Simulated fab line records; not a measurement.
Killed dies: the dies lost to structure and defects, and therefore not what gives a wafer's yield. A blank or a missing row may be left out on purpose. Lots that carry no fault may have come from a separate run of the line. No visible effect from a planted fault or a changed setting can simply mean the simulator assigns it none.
The tool behind it: which one? :: flow n5 finfet :: 12 lots, 36 wafers sampled, at 3 steps of a route of 1938

WHAT THE GAUGES READ, wafer by wafer
N5_BEOL_M1_OCD_MEAS_38.
lot: L075
measured: day 6 11:29
on: ocd-02
trench depth nm (nm): 54.5 56.9 54.8

lot: L077
measured: day 6 22:17
on: ocd-02
trench depth nm (nm): 55.8 54.0 54.7

lot: L079
measured: day 7 12:12
on: ocd-01
trench depth nm (nm): 55.0 56.1 56.2

lot: L081
measured: day 8 04:26
on: ocd-01
trench depth nm (nm): 54.8 55.0 55.0

lot: L083
measured: day 8 13:23
on: ocd-02
trench depth nm (nm): 54.4 55.5 55.2

lot: L085
measured: day 9 04:59
on: ocd-02
trench depth nm (nm): 54.7 54.4 55.1

lot: L087
measured: day 9 12:51
on: ocd-01
trench depth nm (nm): 54.7 55.0 54.5

lot: L089
measured: day 10 04:26
on: ocd-01
trench depth nm (nm): 54.8 54.0 53.9

lot: L091
measured: day 10 13:02
on: ocd-02
trench depth nm (nm): 55.7 53.9 54.9

lot: L093
measured: day 10 21:41
on: ocd-02
trench depth nm (nm): 56.3 55.6 56.5

lot: L095
measured: day 11 13:14
on: ocd-02
trench depth nm (nm): 54.8 55.4 55.4

lot: L097
measured: day 11 23:20
on: ocd-01
trench depth nm (nm): 54.1 55.2 54.6

EACH LOT AND THE TOOL THAT RAN IT (in order: tool; ch and the chambers of the sampled wafers; start)
lot: L075
N5_BEOL_M1_ETCHBACK_99: rie diel-05 ch 1,2,3, day 6 11:05
N5_BEOL_M1_STRIP_36: rie diel-05 ch 1,2,3, day 6 11:17

lot: L077
N5_BEOL_M1_ETCHBACK_99: rie diel-05 ch 1,2,3, day 6 21:54
N5_BEOL_M1_STRIP_36: rie diel-05 ch 1,2,3, day 6 22:06

lot: L079
N5_BEOL_M1_ETCHBACK_99: rie diel-04 ch 0,1, day 7 11:49
N5_BEOL_M1_STRIP_36: rie diel-04 ch 0,1, day 7 12:00

lot: L081
N5_BEOL_M1_ETCHBACK_99: rie diel-01 ch 1,2,3, day 8 04:02
N5_BEOL_M1_STRIP_36: rie diel-01 ch 1,2,3, day 8 04:14

lot: L083
N5_BEOL_M1_ETCHBACK_99: rie diel-01 ch 1,2, day 8 12:59
N5_BEOL_M1_STRIP_36: rie diel-01 ch 1,2, day 8 13:11

lot: L085
N5_BEOL_M1_ETCHBACK_99: rie diel-05 ch 1,3, day 9 04:36
N5_BEOL_M1_STRIP_36: rie diel-05 ch 1,3, day 9 04:47

lot: L087
N5_BEOL_M1_ETCHBACK_99: rie diel-01 ch 0,1,3, day 9 12:27
N5_BEOL_M1_STRIP_36: rie diel-01 ch 0,1,3, day 9 12:39

lot: L089
N5_BEOL_M1_ETCHBACK_99: rie diel-01 ch 1,2, day 10 04:02
N5_BEOL_M1_STRIP_36: rie diel-01 ch 1,2, day 10 04:14

lot: L091
N5_BEOL_M1_ETCHBACK_99: rie diel-01 ch 0,1,3, day 10 12:39
N5_BEOL_M1_STRIP_36: rie diel-01 ch 0,1,3, day 10 12:51

lot: L093
N5_BEOL_M1_ETCHBACK_99: rie diel-04 ch 2,3, day 10 21:17
N5_BEOL_M1_STRIP_36: rie diel-04 ch 2,3, day 10 21:29

lot: L095
N5_BEOL_M1_ETCHBACK_99: rie diel-04 ch 0,1,3, day 11 12:50
N5_BEOL_M1_STRIP_36: rie diel-04 ch 0,1,3, day 11 13:02

lot: L097
N5_BEOL_M1_ETCHBACK_99: rie diel-04 ch 0,1, day 11 22:57
N5_BEOL_M1_STRIP_36: rie diel-04 ch 0,1, day 11 23:08
- N5_BEOL_M1_ETCHBACK_99: etches SiO2 in CHF3, target depth 5 nm, time 10.4 s.
- N5_BEOL_M1_STRIP_36: strips in N2/H2.

THE ANSWER, worked out from the rows above alone
Rule: usual is defined by the lots themselves. Put in order of their means at a reading, lots are off if they are a third of the lots or fewer, leave a main group of 4 or more, and stand apart from it by a gap of 3 or more times the standard deviation of the main group's means; of several such gaps the widest counts. A main group whose means are all the same, to the digits that the tables above print for the reading, isn't used. A lot without any number at a reading at which 4 lots or more have one is off too. The other lots that the step has rows for count as sound.
Across all readings shown, no lot is off: no conclusion can be drawn from this.

WHAT HAD BEEN PUT IN BY THE SIMULATOR
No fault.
